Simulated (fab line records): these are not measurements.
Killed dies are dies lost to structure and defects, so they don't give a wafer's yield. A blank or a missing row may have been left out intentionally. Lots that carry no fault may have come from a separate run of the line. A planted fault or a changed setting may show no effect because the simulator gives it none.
Split-lot trial -- flow n5 finfet -- route with 1938 steps; 7 lots, 21 wafers read

## THE SPLIT ITSELF
At N5_DUMMY_GATE_ETCH_37 (etches SOC in N2/H2, target depth 60 nm, overetch 30 nm), the setting source w was moved away from the recipe's 840 W on 8 of the 21 wafers read, by -14.2% to -7.5%. This setting was run at the recipe's value on the other wafers.

The split's own step is where the reading is taken.

## THE READING
rf vpp V, in V, at N5_DUMMY_GATE_ETCH_37 (etches SOC in N2/H2, target depth 60 nm, overetch 30 nm). Typical for fault-free wafers on this fab line: 524.5 V, with standard deviation 2.4 V.

wafer,"tool, chamber at the split","source w as run, W",against the recipe,"rf vpp V, V",against lot-mates on the recipe
L081.1,"rie diel-04, 2",777.1,-7.5%,534.7,no lot-mate on the recipe
L081.3,"rie diel-04, 1",777.1,-7.5%,536.9,no lot-mate on the recipe
L081.6,"rie diel-04, 0",777.1,-7.5%,536.5,no lot-mate on the recipe
L086.2,"rie diel-02, 1",840,recipe,524.4,-
L086.5,"rie diel-02, 3",840,recipe,527.4,-
L086.6,"rie diel-02, 0",840,recipe,524.4,-
L087.3,"rie diel-06, 0",840,recipe,526.8,-
L087.4,"rie diel-06, 2",840,recipe,523.9,-
L087.5,"rie diel-06, 3",730.4,-13.0%,553.6,+28.3
L093.1,"rie diel-02, 0",720.4,-14.2%,549.4,no lot-mate on the recipe
L093.3,"rie diel-02, 2",720.4,-14.2%,551.2,no lot-mate on the recipe
L093.4,"rie diel-02, 3",720.4,-14.2%,555.8,no lot-mate on the recipe
L094.2,"rie diel-06, 2",768.9,-8.5%,539.7,+16.3
L094.3,"rie diel-06, 0",840,recipe,525.8,-
L094.4,"rie diel-06, 1",840,recipe,521.0,-
L095.1,"rie diel-06, 1",840,recipe,520.7,-
L095.3,"rie diel-06, 2",840,recipe,524.9,-
L095.4,"rie diel-06, 2",840,recipe,523.8,-
L097.1,"rie diel-04, 2",840,recipe,521.4,-
L097.2,"rie diel-04, 3",840,recipe,526.1,-
L097.4,"rie diel-04, 0",840,recipe,522.6,-

THE FIT
A straight line over all 21 wafers: rf vpp V changes by -1.97 V for each +1% of source w; r = -0.98; the points scatter about the line by 2.5 V.
The same after taking each lot's own level away (the mean of its wafers on the recipe; 15 wafers): -2.1 V for each +1%; r = -0.98; scatter 1.9 V.
On that fit, the largest move of source w shifts the reading by 30 V.
From 523.13 to 525.40 V: that is the span of the lots' own levels, equal to 0.9 times the standard deviation above.
So the lot-to-lot level changes the slope little: the two slopes agree.
Check: for one of the wafers moved furthest among these (-13.0%), held out of the fit, the line's prediction against its lot-mates is +25.1 V. Against them it came out at +28.3 V.
Tool readings at the split's step, against how far the setting was moved: rf vpp V r = -0.98.

## OTHER SPLITS ON THESE WAFERS
Other splits were also applied to these wafers ahead of the reading. Each is held against what the fit with the lots' levels taken away leaves over:
other split on the same wafers,wafers away from the commonest value,r with rf vpp V (lot level and that fit taken away)
N5_WELL_APT_COAT_19 spin rpm,10,+0.04
N5_WELL_APT_EXPOSE_22 dose mj,10,-0.03
N5_PMOS_HMC_CHANNEL_EPI_COAT_31 spin rpm,6,-0.45
N5_PMOS_HMC_CHANNEL_EPI_EXPOSE_06 dose mj,2,-0.01
N5_DUMMY_GATE_COAT_28 spin rpm,10,-0.23
N5_DUMMY_GATE_EXPOSE_12 dose mj,7,+0.12

## THE FILE'S OWN FIT
rf vpp V changes by -2.09 V for each +1% of source w, r = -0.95.
